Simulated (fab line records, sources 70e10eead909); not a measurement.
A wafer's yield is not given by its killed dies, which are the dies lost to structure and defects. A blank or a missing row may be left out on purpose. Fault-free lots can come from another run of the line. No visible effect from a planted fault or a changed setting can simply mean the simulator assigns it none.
Which tool did it? + flow nand harc + 12 lots with 36 wafers sampled at 5 steps, on a route of 1159 steps

## WHAT THE GAUGES SHOWED, per wafer
NHARC_P_M1_INSPECT_27.
| lot  | measured     | on                | raw defect count |
|------|--------------|-------------------|------------------|
| L075 | day 6 16:15  | defect inspect-01 | 247 334 274      |
| L077 | day 7 03:02  | defect inspect-01 | 657 475 302      |
| L078 | day 7 06:53  | defect inspect-02 | 226 266 264      |
| L081 | day 7 21:20  | defect inspect-01 | 179 478 355      |
| L083 | day 8 07:44  | defect inspect-01 | 338 434 455      |
| L087 | day 9 04:43  | defect inspect-02 | 246 381 219      |
| L085 | day 9 06:02  | defect inspect-01 | 289 268 167      |
| L088 | day 9 23:37  | defect inspect-02 | 303 709 433      |
| L090 | day 10 05:19 | defect inspect-01 | 173 397 188      |
| L094 | day 11 05:52 | defect inspect-02 | 214 288 179      |
| L095 | day 11 08:26 | defect inspect-02 | 392 342 424      |
| L097 | day 11 12:49 | defect inspect-02 | 162 237 319      |

## TOOL THAT RAN EACH LOT (tool first, then ch and the chambers of the sampled wafers, then the start)
| lot  | NHARC_P_CONTACT_CMP_01        | NHARC_P_CONTACT_PVD_32                  | NHARC_P_M0_ETCH_15                            | NHARC_P_M1_PRE_CLEAN_30                 |
|------|-------------------------------|-----------------------------------------|-----------------------------------------------|-----------------------------------------|
| L075 | cmp-03 ch 0,1,3, day 5 21:13  | pvd sputter-01, day 6 16:15 or earlier  | rie diel-03 ch 2,3, day 6 16:15 or earlier    | pvd sputter-02, day 6 16:15 or earlier  |
| L077 | cmp-01 ch 0,1,3, day 6 09:44  | pvd sputter-02, day 7 03:02 or earlier  | rie diel-03 ch 1,2, day 7 03:02 or earlier    | pvd sputter-02, day 7 03:02 or earlier  |
| L078 | cmp-03 ch 2,3, day 6 12:35    | pvd sputter-01, day 7 06:53 or earlier  | rie diel-03 ch 0,1, day 7 06:53 or earlier    | pvd sputter-01, day 7 06:53 or earlier  |
| L081 | cmp-02 ch 1,2,3, day 7 08:38  | pvd sputter-03, day 7 21:20 or earlier  | rie diel-03 ch 0,1, day 7 21:20 or earlier    | pvd sputter-02, day 7 21:20 or earlier  |
| L083 | cmp-03 ch 0,1,3, day 7 20:09  | pvd sputter-03, day 8 07:44 or earlier  | rie diel-01 ch 0,1,2, day 8 07:44 or earlier  | pvd sputter-01, day 8 07:44 or earlier  |
| L087 | cmp-01 ch 0,2,3, day 8 16:44  | pvd sputter-01, day 9 04:43 or earlier  | rie diel-03 ch 0,1,2, day 9 04:43 or earlier  | pvd sputter-02, day 9 04:43 or earlier  |
| L085 | cmp-03 ch 1,2,3, day 8 17:35  | pvd sputter-03, day 9 06:02 or earlier  | rie diel-01 ch 0,2, day 9 06:02 or earlier    | pvd sputter-02, day 9 06:02 or earlier  |
| L088 | cmp-01 ch 0,2,3, day 9 06:25  | pvd sputter-01, day 9 23:37 or earlier  | rie diel-01 ch 2,3, day 9 23:37 or earlier    | pvd sputter-01, day 9 23:37 or earlier  |
| L090 | cmp-03 ch 2,3, day 9 12:12    | pvd sputter-02, day 10 05:19 or earlier | rie diel-01 ch 0,2, day 10 05:19 or earlier   | pvd sputter-03, day 10 05:19 or earlier |
| L094 | cmp-02 ch 0,2,3, day 10 15:16 | pvd sputter-01, day 11 05:52 or earlier | rie diel-03 ch 1,2,3, day 11 05:52 or earlier | pvd sputter-03, day 11 05:52 or earlier |
| L095 | cmp-03 ch 0,2,3, day 10 19:41 | pvd sputter-01, day 11 08:26 or earlier | rie diel-03 ch 0,1,3, day 11 08:26 or earlier | pvd sputter-01, day 11 08:26 or earlier |
| L097 | cmp-02 ch 0,3, day 11 00:40   | pvd sputter-01, day 11 12:49 or earlier | rie diel-03 ch 1,3, day 11 12:49 or earlier   | pvd sputter-03, day 11 12:49 or earlier |
- NHARC_P_CONTACT_CMP_01: polishes SiO2, target thk 200 nm.
- NHARC_P_CONTACT_PVD_32: deposits Ti, target thk 5 nm, time 17.7 s.
- NHARC_P_M0_ETCH_15: etches the open film in C4F8/Ar, target depth 150 nm, overetch 15 nm, time 82.5 s.
- NHARC_P_M1_PRE_CLEAN_30: time 30 s.

## THE ANSWER, worked out from the rows above alone
Rule: usual is defined by the lots themselves. Put in order of their means at a reading, lots are off if they are a third of the lots or fewer, leave a main group of 4 or more, and stand apart from it by a gap of 3 or more times the standard deviation of the main group's means; of several such gaps the widest counts. If all means in a main group match to the digits the tables above print for the reading, that group is not used. Also off: a lot with no number at a reading for which 4 or more lots have one. Where the step has rows for the other lots, those lots are counted as sound.
No lot is off at any reading shown: from this, nothing can be told.

## WHAT THE SIMULATOR HAD PUT IN
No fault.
